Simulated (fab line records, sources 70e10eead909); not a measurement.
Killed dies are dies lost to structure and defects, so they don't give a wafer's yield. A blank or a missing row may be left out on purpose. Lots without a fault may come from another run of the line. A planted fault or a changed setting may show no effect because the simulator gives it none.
fab line records | flow nand_harc
record lots=6 wafers=18 last_day=33
route steps=1302 shown P_M1@315 P_M2@318 END@1302
lots that met no fault: from a run of the same line without faults
start_h: hours from the record's first day to the start of the lot's first wafer shown | wait_h: hours since the lot's step before | " the same as in the row above | L1.1+2: a row that stands for several wafers | - no value, or no start given | * or withheld: withheld | < > ~ a bound
route shown NAME@n: a module of which the file shows steps, and the number in the route of the first | usual: mean/standard deviation of fault-free wafers | same: alike in all rows | chamber/n: place in a boat | sites: the reading at each site | _std_site: their standard deviation | _edge_site: outer sites' mean less inner sites' | radius_mm: how far each site lies from the wafer's centre | mask NAME#n: copy n | behind: the tool/chamber that last shaped the wafer | hold: why the lot was held/for how many hours/how that ended | device: the transistor (n, p or np) that didn't switch | end of line: the same wafers' tests at the end of the route | a step without rows: its recipe alone | killed: dies lost to structure and defects at the first sort, not the wafer's yield | map: a wafer's dies, x killed, . not, _ none there
set.NAME: the setting as run; set.NAME@STEP: as run at that earlier step | model.NAME: the simulator's own value behind a step, which no gauge read
lots at some steps of the route; a table a step, a row a wafer
services: from which hour (start_h, from the record's first day; less than 0 if before it) a tool's chamber was out of use, for how many hours, and why
## steps
# step NHARC_P_M1_INSPECT_27
# usual raw_defect_count=330/120
# columns lot.wafer tool chamber start_h wait_h raw_defect_count
L866.1 defect_inspect-02 - 169.49 0.0 136
L866.2 " - " " 210
L866.4 " - " " 192
L867.3 defect_inspect-01 - 182.25 0.0 368
L867.4 " - " " 332
L867.5 " - " " 604
L872.1 defect_inspect-02 - 230.26 0.0 498
L872.2 " - " " 220
L872.5 " - " " 408
L878.1 defect_inspect-02 - 290.41 0.0 210
L878.3 " - " " 233
L878.5 " - " " 280
L881.1 defect_inspect-02 - 322.56 0.0 183
L881.4 " - " " 256
L881.6 " - " " 332
L884.3 defect_inspect-02 - 346.81 0.0 459
L884.4 " - " " 333
L884.6 " - " " 340
# step NHARC_P_M1_PRE_CLEAN_32
# recipe time_s=12 temp_c=370 rf_power_w=300 gas=NH3
# usual heater_power_w=626/63
# columns lot.wafer tool chamber start_h wait_h heater_power_w
L866.2 pecvd-02 1 169.55 0.1 629
L866.1 " 0 " " 700
L866.4 " 1 " " 621
L867.3 pecvd-03 2 182.32 0.1 648
L867.4 " 0 " " 574
L867.5 " 1 " " 618
L872.1 pecvd-03 2 230.33 0.1 718
L872.2 " 0 " " 580
L872.5 " 0 " " 579
L878.1 pecvd-03 2 290.49 0.1 619
L878.3 " 0 " " 487
L878.5 " 1 " " 603
L881.1 pecvd-02 0 322.62 0.1 674
L881.4 " 0 " " 689
L881.6 " 1 " " 607
L884.3 pecvd-01 0 346.90 0.1 613
L884.6 " 2 " " 769
L884.4 " 0 " " 610
# step NHARC_P_M1_DEP_33
# recipe target_thk_a=300 temp_c=370 target_thk_nm=30 pressure_torr=3 flow_sccm=200 rf_w=450 material=SiCN
# usual heater_power_w=574/55
# columns lot.wafer tool chamber start_h wait_h heater_power_w
L866.2 pecvd-02 1 169.63 0.1 615
L866.1 " 0 " " 630
L866.4 " 1 " " 620
L867.3 pecvd-03 2 182.40 0.1 609
L867.4 " 0 " " 528
L867.5 " 1 " " 570
L872.1 pecvd-03 2 230.41 0.1 652
L872.2 " 0 " " 523
L872.5 " 0 " " 501
L878.1 pecvd-03 2 290.60 0.1 637
L878.3 " 0 " " 488
L878.5 " 1 " " 579
L881.1 pecvd-02 0 322.70 0.1 576
L881.4 " 0 " " 570
L881.6 " 1 " " 574
L884.3 pecvd-01 0 347.04 0.1 562
L884.6 " 2 " " 672
L884.4 " 0 " " 565
# step NHARC_P_M2_DEP_00
# recipe target_thk_a=1825 target_thk_nm=182.5 temp_c=withheld pressure_torr=5 flow_sccm=200 rf_w=600 material=SiOC
# step NHARC_P_M2_DEHYDRATE_01
# recipe temp_c=150 time_s=120
# step NHARC_P_M2_HMDS_02
# recipe time_s=30
# step NHARC_P_M2_COAT_34
# recipe temp_c=200 time_s=65
# step NHARC_P_M2_COAT_03
# recipe spin_rpm=1500 resist_thk_nm=90
# step NHARC_P_M2_SOFTBAKE_04
# recipe temp_c=105 time_s=55
# step NHARC_P_M2_EBR_05
# step NHARC_P_M2_EXPOSE_06
# recipe na=1.35 target_cd_nm=170 dose_mj=80.78 mask_id=P_M2
# step NHARC_P_M2_PEB_07
# recipe peb_temp_c=100 peb_time_s=65
# columns lot.wafer tool chamber start_h wait_h
L866.1+2+4 litho_track-04 0 170.68 0.1
L867.3+4+5 litho_track-04 0 183.57 0.0
L872.1+2+5 litho_track-06 0 231.70 0.1
L878.1+3+5 litho_track-04 0 291.73 0.1
L881.1+4+6 litho_track-01 0 323.74 0.1
L884.3+4+6 litho_track-06 0 348.12 0.0
# step NHARC_P_M2_DEVELOP_08
# recipe develop_time_s=35 dev_temp_c=23
# step NHARC_P_M2_CD_MEAS_09
# recipe target_cd_nm=170 landing_energy_ev=500
# usual cd_nm=169.9/0.48
# columns lot.wafer tool chamber start_h wait_h cd_nm
L866.1 cd_sem-02 0 170.76 - 179.0
L866.2 " 0 " " 179.7
L866.4 " 0 " " 179.5
L867.3 cd_sem-02 0 183.66 - 180.3
L867.4 " 0 " " 179.9
L867.5 " 0 " " 180.4
L872.1 cd_sem-02 0 231.78 - 169.3
L872.2 " 0 " " 169.4
L872.5 " 0 " " 169.1
L878.1 cd_sem-01 0 291.81 - 169.0
L878.3 " 0 " " 169.6
L878.5 " 0 " " 169.7
L881.1 cd_sem-03 0 323.82 - 169.9
L881.4 " 0 " " 170.9
L881.6 " 0 " " 170.0
L884.3 cd_sem-03 0 348.20 - 169.7
L884.4 " 0 " " 169.7
L884.6 " 0 " " 169.4
# step NHARC_P_M2_OVL_MEAS_10
# recipe pitch_nm=340
# usual overlay_x_nm=-0.2/0.86 overlay_y_nm=-0.3/1
# columns lot.wafer tool chamber start_h wait_h overlay_x_nm overlay_y_nm
L866.1 overlay-01 - 170.85 - -0.7 0.2
L866.2 " - " " -0.1 -1.1
L866.4 " - " " -0.5 -0.4
L867.3 overlay-01 - 183.74 - 0.5 -2.3
L867.4 " - " " 0.5 -2.3
L867.5 " - " " 0.6 -2.0
L872.1 overlay-02 - 231.86 - 0.6 1.2
L872.2 " - " " -0.1 1.9
L872.5 " - " " -0.3 1.4
L878.1 overlay-02 - 291.90 - -1.2 -1.0
L878.3 " - " " -1.0 -1.4
L878.5 " - " " -0.9 -1.2
L881.1 overlay-01 - 323.91 - -0.1 0.6
L881.4 " - " " -0.5 0.6
L881.6 " - " " -0.6 0.7
L884.3 overlay-02 - 348.28 - -0.2 -1.4
L884.4 " - " " -0.1 -1.1
L884.6 " - " " 0.3 -1.2
# step NHARC_P_M2_INSPECT_11
# usual raw_defect_count=4.9/2.7
# columns lot.wafer tool chamber start_h wait_h raw_defect_count
L866.1 defect_inspect-02 - 170.88 0.0 4
L866.2 " - " " 2
L866.4 " - " " 3
L867.3 defect_inspect-01 - 183.78 0.0 7
L867.4 " - " " 3
L867.5 " - " " 1
L872.1 defect_inspect-02 - 231.90 0.0 0
L872.2 " - " " 4
L872.5 " - " " 0
L878.1 defect_inspect-02 - 291.94 0.0 3
L878.3 " - " " 4
L878.5 " - " " 5
L881.1 defect_inspect-02 - 323.94 0.0 7
L881.4 " - " " 6
L881.6 " - " " 7
L884.3 defect_inspect-02 - 348.32 0.0 2
L884.4 " - " " 5
L884.6 " - " " 3
# step NHARC_P_M2_DESCUM_14
# recipe time_s=3 o2_flow_sccm=200 ar_flow_sccm=0 bias_power_w=0 chemistry=O2
# usual drypump_motor_current_A=5.74/0.28 o2_flow_sccm=200.0/0.59 oes_product_au=1.001/0.0074 rf_vpp_V=57.9/0.92 showerhead_plenum_p_Torr=1.92/0.077 throttle_valve_pct=11.312/0.0084
# columns lot.wafer tool chamber start_h wait_h drypump_motor_current_A o2_flow_sccm oes_product_au rf_hours_counter_h rf_vpp_V showerhead_plenum_p_Torr throttle_valve_pct model.P_M2.cd_nm
L866.2 rie_diel-12 3 170.94 0.1 5.85 199.9 1.000 5 57.0 1.93 11.298 179.8
L866.1 " 1 " " 5.94 200.1 1.000 4 58.8 1.96 11.299 179.1
L866.4 " 2 " " 5.52 200.1 1.001 - 57.0 1.78 11.325 179.5
L867.3 rie_diel-12 3 183.86 0.1 5.84 200.3 1.003 6 57.0 1.93 11.316 180.8
L867.5 " 2 " " 5.51 199.4 0.997 - 59.5 1.78 11.305 180.6
L867.4 " 3 " " 5.84 199.6 1.004 - 58.2 1.93 11.302 179.9
L872.2 rie_diel-10 1 231.96 0.1 6.03 199.2 1.000 9 57.3 1.85 11.311 168.9
L872.1 " 0 " " 5.48 200.4 0.987 8 57.6 1.94 11.318 169
L872.5 " 2 " " 6.12 199.9 0.988 - 59.0 2.04 11.316 169.1
L878.1 rie_diel-10 0 292.02 0.1 5.47 199.3 0.997 2 58.9 1.94 11.319 169.1
L878.3 " 1 " " 6.05 201.0 0.989 2 58.4 1.85 11.333 169.3
L878.5 " 3 " " 5.59 200.2 0.992 - 57.8 1.97 11.315 169.9
L881.4 rie_diel-12 0 324.01 0.1 5.41 200.8 1.017 2 57.6 1.88 11.322 171.3
L881.1 " 1 " " 5.95 199.9 1.012 0 57.8 1.95 11.320 170.9
L881.6 " 0 " " 5.41 200.3 1.000 - 57.4 1.88 11.309 -
L884.4 rie_diel-12 0 348.38 0.1 5.39 200.2 1.001 3 56.2 1.88 11.315 169.3
L884.3 " 1 " " 5.96 200.3 1.002 1 56.3 1.95 11.321 170.4
L884.6 " 0 " " 5.41 200.0 1.006 - 58.0 1.88 11.312 169.3
# step NHARC_P_M2_ETCH_35
# recipe target_depth_a=400 overetch_a=120 time_s=43.94 ion_energy_ev=200 n2_flow_sccm=150 h2_flow_sccm=150 ar_flow_sccm=0 rf_w=400 bias_w=150 chemistry=N2/H2
# usual bias_w=150.0/0.46 drypump_motor_current_A=5.74/0.27 h2_flow_sccm=150.0/0.42 oes_product_au=1.000/0.0071 rf_vpp_V=430.6/2.5 showerhead_plenum_p_Torr=2.05/0.086 throttle_valve_pct=14.172/0.0088
# columns lot.wafer tool chamber start_h wait_h bias_w drypump_motor_current_A h2_flow_sccm oes_product_au rf_hours_counter_h rf_vpp_V showerhead_plenum_p_Torr throttle_valve_pct
L866.1 rie_diel-12 3 171.05 0.1 150.6 5.83 150.2 1.001 5 430.5 2.05 14.188
L866.2 " 2 " " 150.1 5.54 150.3 0.997 5 426.3 1.90 14.175
L866.4 " 2 " " 150.2 5.53 150.6 0.997 - 426.5 1.90 14.168
L867.3 rie_diel-12 2 183.94 0.1 150.3 5.51 150.0 1.006 6 426.7 1.90 14.180
L867.4 " 2 " " 150.1 5.51 149.4 1.003 - 425.4 1.90 14.181
L867.5 " 3 " " 149.9 5.85 150.5 1.009 - 431.2 2.05 14.173
L872.1 rie_diel-10 0 232.05 0.1 150.0 5.47 150.1 0.996 8 430.5 2.07 14.178
L872.2 " 2 " " 149.8 6.13 150.1 0.993 7 433.7 2.18 14.169
L872.5 " 0 " " 149.1 5.48 149.9 0.997 - 431.9 2.07 14.171
L878.3 rie_diel-10 0 292.08 0.1 150.8 5.47 150.0 0.993 2 430.7 2.07 14.152
L878.1 " 3 " " 149.9 5.59 150.7 0.975 1 434.8 2.10 14.156
L878.5 " 1 " " 149.8 6.06 150.3 0.995 - 427.2 1.97 14.174
L881.1 rie_diel-12 0 324.10 0.1 150.0 5.42 150.4 1.008 2 429.3 2.00 14.179
L881.4 " 1 " " 149.3 5.94 149.7 1.000 0 430.5 2.08 14.186
L881.6 " 3 " " 149.1 5.82 150.0 0.987 - 431.3 2.05 14.177
L884.3 rie_diel-12 2 348.47 0.1 150.6 5.52 149.9 1.002 3 427.1 1.90 14.172
L884.4 " 0 " " 150.5 5.42 150.6 1.008 3 429.5 2.00 14.173
L884.6 " 2 " " 150.5 5.53 149.9 1.012 - 426.6 1.90 14.173
# step NHARC_P_M2_ETCH_15
# recipe target_depth_a=1825 time_s=91.2 c4f8_flow_sccm=withheld ar_flow_sccm=400 rf_w=600 bias_w=300 chemistry=C4F8/Ar
# usual bias_w=300.0/0.94 oes_product_au=0.949/0.024 rf_vpp_V=441.2/2.4
# columns lot.wafer tool chamber start_h wait_h bias_w oes_product_au rf_hours_counter_h rf_vpp_V
L866.1 rie_diel-12 1 - - 300.8 0.969 5 442.4
L866.2 " 3 " " 300.8 0.962 5 440.4
L866.4 " 1 " " 298.5 0.956 - 443.0
L867.3 rie_diel-12 3 - - 298.8 0.973 6 439.8
L867.4 " 1 " " 299.0 0.958 - 443.2
L867.5 " 2 " " 299.6 0.962 - 436.3
L872.2 rie_diel-10 1 - - 298.4 0.929 9 437.7
L872.1 " 2 " " 301.1 0.918 7 444.8
L872.5 " 0 " " 298.7 0.924 - 443.0
L878.3 rie_diel-10 2 - - 299.1 0.932 2 445.0
L878.1 " 0 " " 300.1 0.925 2 442.2
L878.5 " 3 " " 300.7 0.917 - 442.7
L881.1 rie_diel-12 0 - - 298.7 0.977 2 439.3
L881.4 " 2 " " 300.9 0.993 2 437.4
L881.6 " 0 " " 298.4 0.969 - 438.8
L884.4 rie_diel-12 2 - - 298.4 0.981 3 437.7
L884.3 " 1 " " 300.0 0.970 1 441.4
L884.6 " 3 " " 299.7 0.987 - 439.4
# step NHARC_P_M2_CD_MEAS_16
# usual cd_nm=169.8/0.61
# columns lot.wafer tool chamber start_h wait_h cd_nm
L866.1 cd_sem-01 - 171.29 - 179.0
L866.2 " - " " 179.3
L866.4 " - " " 179.2
L867.3 cd_sem-02 - 184.19 - 180.4
L867.4 " - " " 179.9
L867.5 " - " " 179.8
L872.1 cd_sem-01 - 232.27 - 169.0
L872.2 " - " " 168.8
L872.5 " - " " 169.5
L878.1 cd_sem-01 - 292.30 - 169.4
L878.3 " - " " 169.2
L878.5 " - " " 169.9
L881.1 cd_sem-03 - 324.31 - 170.9
L881.4 " - " " 171.3
L881.6 " - " " 170.8
L884.3 cd_sem-01 - 348.69 - 170.5
L884.4 " - " " 169.5
L884.6 " - " " 169.8
# step NHARC_P_M2_STRIP_18
# recipe power_w=1000 n2_flow_sccm=150 h2_flow_sccm=150 ar_flow_sccm=0 bias_w=0 chemistry=N2/H2
# usual drypump_motor_current_A=5.7/0.33 h2_flow_sccm=150.0/0.38 oes_product_au=1.000/0.0079 rf_vpp_V=90.7/0.94 showerhead_plenum_p_Torr=2.07/0.079 throttle_valve_pct=14.170/0.0084
# same bias_w=0
# columns lot.wafer tool chamber start_h wait_h drypump_motor_current_A h2_flow_sccm oes_product_au rf_hours_counter_h rf_vpp_V showerhead_plenum_p_Torr throttle_valve_pct
L866.2 rie_diel-12 2 171.37 0.1 5.5 149.7 0.989 5 88.1 1.90 14.174
L866.1 " 1 " " 5.9 149.8 0.987 5 91.5 2.09 14.172
L866.4 " 3 " " 5.8 149.6 1.005 - 91.7 2.05 14.169
L867.4 rie_diel-10 1 184.26 0.1 6.0 149.7 1.009 7 90.4 1.97 14.166
L867.3 " 0 " " 5.5 150.5 0.996 7 91.0 2.07 14.166
L867.5 " 2 " " 6.1 149.6 1.000 - 90.3 2.18 14.163
L872.2 rie_diel-13 1 232.34 0.1 5.4 149.3 0.998 3 92.9 2.19 14.173
L872.1 " 2 " " 5.1 149.8 1.005 4 91.2 2.13 14.173
L872.5 " 1 " " 5.5 149.7 0.996 - 92.0 2.19 14.167
L878.1 rie_diel-12 0 292.38 0.1 5.4 149.6 1.005 0 89.5 2.00 14.160
L878.3 " 2 " " 5.5 150.5 1.009 0 89.9 1.90 14.165
L878.5 " 2 " " 5.5 150.2 1.010 - 87.9 1.90 14.169
L881.4 rie_diel-13 0 324.42 0.1 6.1 150.6 1.007 9 90.2 2.06 14.161
L881.1 " 2 " " 5.0 150.3 1.007 10 90.2 2.13 14.181
L881.6 " 3 " " 5.8 150.0 1.002 - 91.0 2.12 14.171
L884.3 rie_diel-10 3 348.79 0.1 5.6 149.6 0.993 6 91.0 2.10 14.157
L884.4 " 1 " " 6.1 150.0 0.991 - 91.1 1.97 14.174
L884.6 " 3 " " 5.6 149.8 0.998 - 90.6 2.10 14.186
# step NHARC_P_M2_ETCH_28
# recipe target_depth_a=300 over_etch_frac=0.3 time_s=72.99 ion_energy_ev=150 cf4_flow_sccm=50 n2_flow_sccm=100 ar_flow_sccm=150 rf_w=300 bias_w=100 chemistry=CF4/N2
# usual bias_w=100.02/0.29 drypump_motor_current_A=5.7/0.33 oes_product_au=1.000/0.0075 rf_vpp_V=314.9/1.6 showerhead_plenum_p_Torr=2.67/0.092 throttle_valve_pct=19.793/0.0094
# columns lot.wafer tool chamber start_h wait_h bias_w drypump_motor_current_A oes_product_au rf_hours_counter_h rf_vpp_V showerhead_plenum_p_Torr throttle_valve_pct model.P_M2.cd_nm
L866.2 rie_diel-12 2 - - 100.18 5.5 0.988 5 312.1 2.46 19.794 179.3
L866.1 " 3 " " 100.05 5.8 1.008 5 314.1 2.64 19.796 179.3
L866.4 " 3 " " 100.02 5.8 1.004 - 315.0 2.64 19.802 178.9
L867.4 rie_diel-10 1 - - 100.20 6.0 0.997 7 314.0 2.55 19.789 179.9
L867.3 " 2 " " 99.87 6.1 1.001 6 317.0 2.79 19.792 180.4
L867.5 " 0 " " 100.22 5.5 0.999 - 314.8 2.66 19.798 180.3
L872.1 rie_diel-13 0 - - 100.19 6.1 1.002 3 314.9 2.65 19.797 169.2
L872.2 " 1 " " 100.13 5.4 0.990 3 316.7 2.81 19.818 169
L872.5 " 0 " " 99.99 6.1 0.999 - 314.3 2.65 19.794 169.7
L878.3 rie_diel-12 0 - - 100.03 5.4 1.005 0 313.7 2.58 19.803 168.8
L878.1 " 2 " " 100.19 5.5 1.015 0 312.4 2.46 19.798 169.3
L878.5 " 2 " " 100.36 5.5 1.006 - 310.6 2.46 19.796 169.7
L881.4 rie_diel-13 0 - - 99.37 6.1 1.001 9 313.6 2.65 19.793 170.9
L881.1 " 2 " " 99.89 5.1 1.005 10 316.7 2.73 19.795 170.9
L881.6 " 0 " " 99.77 6.1 1.005 - 315.4 2.65 19.798 170.6
L884.3 rie_diel-10 0 - - 99.95 5.5 0.992 7 314.1 2.66 19.810 170.4
L884.6 " 1 " " 100.76 6.0 0.990 - 311.5 2.54 19.792 169
L884.4 " 3 " " 99.49 5.6 0.994 - 315.0 2.70 19.798 169
# step NHARC_P_M2_STRIP_19
# recipe time_s=600 temp_c=30 chemistry=post_etch_residue_remover
# step NHARC_END_SORT_01
# recipe temp_c=25
# usual defect_limited_yield=91/3.4 killed_at_array=54/23 killed_at_other=1.2/1.5 killed_at_periphery=3.9/2.5 killed_dies=59/23 killed_open=3.2/1.7 killed_short=2.4/1.6 sort_bin_2_pct=3.0/1.4 sort_bin_3_pct=0.7/0.45 sort_bin_4_pct=5.0/1.9 sort_n_pass=618/23 sort_rim_yield_pct=92/3.8 sort_yield_pct=91/3.4
# same gross_dies=677 sort_bin_5_pct[%]=0 sort_bin_6_pct[%]=0 sort_bin_7_pct[%]=0 sort_bin_8_pct[%]=0 sort_rim_n_gross=106.00
# columns lot.wafer tool chamber start_h wait_h defect_limited_yield[%] killed_at_array killed_at_other killed_at_periphery killed_dies killed_open killed_short sort_bin_2_pct[%] sort_bin_3_pct[%] sort_bin_4_pct[%] sort_n_pass sort_rim_yield_pct[%] sort_yield_pct[%]
L867.3 prober-01 0 616.92 3.1 95 32 1 4 37 3 3 1.2 0.9 3.4 640 96 95
L867.4 prober-01 0 617.71 3.4 95 34 0 1 35 2 3 1.0 0.1 4.0 642 95 95
L867.5 prober-01 0 618.51 3.7 97 16 2 1 19 3 2 0.9 0 1.9 658 96 97
L866.1 prober-01 0 623.10 2.5 90 63 1 1 65 2 1 2.2 1.6 5.8 612 98 90
L866.2 prober-01 0 623.90 2.8 90 63 1 1 65 1 3 5.0 1.2 3.4 612 97 90
L866.4 prober-01 0 625.50 3.4 91 59 2 2 63 1 3 4.1 0.6 4.6 614 94 91
L878.1 prober-01 0 734.09 2.5 87 81 3 2 86 5 3 4.4 1.2 7.1 591 90 87
L878.3 prober-01 0 735.69 3.1 87 87 0 3 90 5 3 4.9 1.2 7.2 587 90 87
L878.5 prober-01 0 737.29 3.7 87 81 0 5 86 5 2 4.9 1.0 6.8 591 93 87
# killed by level:class
L867.3 A_CHANNEL_HOLE_D2:chamber_film_flake=7 A_CONTACT:chamber_film_flake=6 P_GATE:chamber_film_flake=4 A_CHANNEL_FILL_D1:chamber_film_flake=4 A_M1:chamber_film_flake=3 A_CHANNEL_HOLE_D1:chamber_film_flake=2 A_STAIRCASE:chamber_film_flake=2 A_CHANNEL_HOLE_D1:geometric_particle:short=1
L867.4 A_CHANNEL_HOLE_D2:chamber_film_flake=12 A_M1:chamber_film_flake=5 A_CHANNEL_HOLE_D1:chamber_film_flake=3 A_STAIRCASE:chamber_film_flake=2 A_WL_FILL:chamber_film_flake=2 A_ONON_D1:geometric_particle:short=1 A_CHANNEL_FILL_D1:geometric_particle:short=1 A_ONON_D2:geometric_particle:short=1
L867.5 A_CHANNEL_HOLE_D2:chamber_film_flake=4 A_WL_FILL:chamber_film_flake=2 A_M1:chamber_film_flake=2 THIN_TSV:chamber_film_flake=2 A_ONON_D1:geometric_particle:short=1 A_ONON_D1:geometric_particle:open=1 A_CHANNEL_HOLE_D2:geometric_particle:open=1 A_CONTACT:geometric_particle:open=1
L866.1 A_CHANNEL_HOLE_D1:chamber_film_flake=31 A_CHANNEL_HOLE_D2:chamber_film_flake=24 A_CONTACT:chamber_film_flake=3 A_M0:geometric_particle:open=2 A_M0:geometric_particle:short=1 P_ZERO_WELL:chamber_film_flake=1 A_STAIRCASE:chamber_film_flake=1 A_SLIT:chamber_film_flake=1
L866.2 A_CHANNEL_HOLE_D2:chamber_film_flake=27 A_CHANNEL_HOLE_D1:chamber_film_flake=24 A_BONDPAD:chamber_film_flake=5 A_CONTACT:chamber_film_flake=3 P_M1:geometric_particle:open=1 A_CHANNEL_FILL_D1:geometric_particle:short=1 A_CHANNEL_FILL_D2:geometric_particle:short=1 A_M0:geometric_particle:short=1
L866.4 A_CHANNEL_HOLE_D1:chamber_film_flake=26 A_CHANNEL_HOLE_D2:chamber_film_flake=19 A_BONDPAD:chamber_film_flake=6 A_M0:geometric_particle:short=2 A_CONTACT:chamber_film_flake=2 THIN_TSV:chamber_film_flake=2 P_GATE:geometric_particle:short=1 A_CHANNEL_FILL_D1:geometric_particle:open=1
L878.1 A_SLIT:chamber_film_flake=34 A_CHANNEL_HOLE_D1:chamber_film_flake=32 A_STAIRCASE:chamber_film_flake=5 A_CONTACT:chamber_film_flake=3 THIN_TSV:chamber_film_flake=3 A_CHANNEL_FILL_D2:geometric_particle:open=2 A_WL_FILL:geometric_particle:short=2 P_GATE:geometric_particle:open=1
L878.3 A_CHANNEL_HOLE_D1:chamber_film_flake=33 A_SLIT:chamber_film_flake=33 A_STAIRCASE:chamber_film_flake=9 A_CONTACT:chamber_film_flake=4 A_ONON_D1:geometric_particle:open=2 P_GATE:geometric_particle:short=1 P_GATE:geometric_particle:open=1 A_SOURCE_PLATE:geometric_particle:open=1
L878.5 A_CHANNEL_HOLE_D1:chamber_film_flake=37 A_SLIT:chamber_film_flake=27 A_STAIRCASE:chamber_film_flake=7 A_CONTACT:chamber_film_flake=4 A_ONON_D1:geometric_particle:open=2 P_GATE:chamber_film_flake=2 P_STI:geometric_particle:short=1 P_GATE:geometric_particle:open=1
## services
# columns tool chamber start_h hours kind
litho_track-01 - 155.00 7.0 pm
pecvd-01 1 159.31 2.1 repair
rie_diel-13 - 165.05 9.0 pm
litho_track-06 - 179.00 7.0 pm
pecvd-02 - 180.38 2.6 repair
pecvd-03 - 185.00 13.0 pm
litho_track-04 - 203.00 7.0 pm
rie_diel-13 1 211.78 4.5 repair
rie_diel-13 - 224.48 1.4 repair
pecvd-02 - 227.00 13.0 pm
rie_diel-12 - 238.32 0.4 repair
rie_diel-10 - 242.50 9.0 pm
pecvd-03 1 260.06 2.0 repair
rie_diel-10 - 261.09 1.0 repair
rie_diel-12 - 268.56 9.0 pm
pecvd-01 1 277.13 4.1 repair
rie_diel-12 1 282.79 38.4 repair
pecvd-01 - 284.69 0.3 repair
rie_diel-12 2 286.14 3.1 repair
pecvd-01 - 311.18 13.0 pm
litho_track-01 - 330.00 7.0 pm
rie_diel-12 - 335.32 3.6 repair
rie_diel-13 - 342.05 9.0 pm
rie_diel-10 2 346.46 3.2 repair
## key
first_sign step=NHARC_P_M2_CD_MEAS_09 reading=cd_nm direction=up sigmas=21 usual=169.9 struck=179.8
effect step=NHARC_P_M2_CD_MEAS_16 reading=cd_nm direction=up sigmas=16 usual=169.8 struck=179.6
model_effect step=NHARC_P_M2_DESCUM_14 value=P_M2.cd_nm without=169.6 struck=179.9
model_effect step=NHARC_P_M2_ETCH_28 value=P_M2.cd_nm without=169.4 struck=179.7
met_at NHARC_P_M2_PEB_07
struck_wafers L866.1,L866.2,L866.4,L867.3,L867.4,L867.5
fault kind=process_parameter_drift tool=litho_track-04 chamber=- onset_h=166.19 steps=NHARC_P_M2_PEB_07 channel=peb_time_s offset=* shape=step end_h=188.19 acts_in=* stated=*
